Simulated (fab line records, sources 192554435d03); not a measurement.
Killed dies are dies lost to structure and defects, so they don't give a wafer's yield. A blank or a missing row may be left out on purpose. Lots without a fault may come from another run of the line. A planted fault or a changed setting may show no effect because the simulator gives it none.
Chamber matching | flow n5_finfet | N5_HKMG_FIN_HK_ALD_01 on ald_hk-01: 4 sister chambers
The step deposits HfO2, target thk 1.6 nm, pulse time 3 s, purge time 3 s. 14 wafers are shown with their chamber, then 7 later ones without.

WAFERS WITH THEIR CHAMBER
wafer  | chamber | precursor_pulse_height_rel
L074.3 | 0       | 1.005
L074.4 | 2       | 0.990
L074.5 | 3       | 1.008
L081.2 | 2       | 1.013
L081.5 | 1       | 0.983
L081.6 | 0       | 0.955
L085.1 | 1       | 1.033
L085.4 | 2       | 0.972
L085.5 | 2       | 0.956
L090.1 | 3       | 0.967
L090.2 | 2       | 0.995
L090.3 | 0       | 0.997
L093.1 | 0       | 1.042
L093.4 | 2       | 1.008

SIGNATURES (means of the wafers above)
reading                    | chamber 0 | chamber 1 | chamber 2 | chamber 3 | scatter within a chamber
precursor_pulse_height_rel | 0.99975   | 1.00800   | 0.98900   | 0.98750   | 0.0287
Rule: a wafer's distance from a chamber is the root of the sum, over the readings, of the square of ((its reading less the chamber's mean) divided by the reading's scatter). The wafer belongs to the nearest chamber; if the next one is less than 2 further off, it can't be placed. The scatter: the root of (the sum of the squares of (reading less its chamber's mean) over the shown wafers, divided by (wafers less chambers)).

WAFERS WITHOUT THEIR CHAMBER
wafer  | precursor_pulse_height_rel
L093.6 | 0.991
L094.2 | 0.962
L094.3 | 0.986
L094.6 | 1.019
L096.3 | 1.029
L096.4 | 1.002
L096.6 | 1.018

WHICH CHAMBER EACH WENT THROUGH
wafer  | from the rows above               | in truth
L093.6 | can't be placed: 2 or 3 or 0 or 1 | 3
L094.2 | can't be placed: 3 or 2 or 0 or 1 | 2
L094.3 | can't be placed: 3 or 2 or 0 or 1 | 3
L094.6 | can't be placed: 1 or 0 or 2 or 3 | 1
L096.3 | can't be placed: 1 or 0 or 2 or 3 | 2
L096.4 | can't be placed: 0 or 1 or 2 or 3 | 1
L096.6 | can't be placed: 1 or 0 or 2 or 3 | 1
Placed correctly: 0 of 7. Can't be placed from these rows: 7 (the true chamber is among the candidates in 7). Placed wrongly: 0.
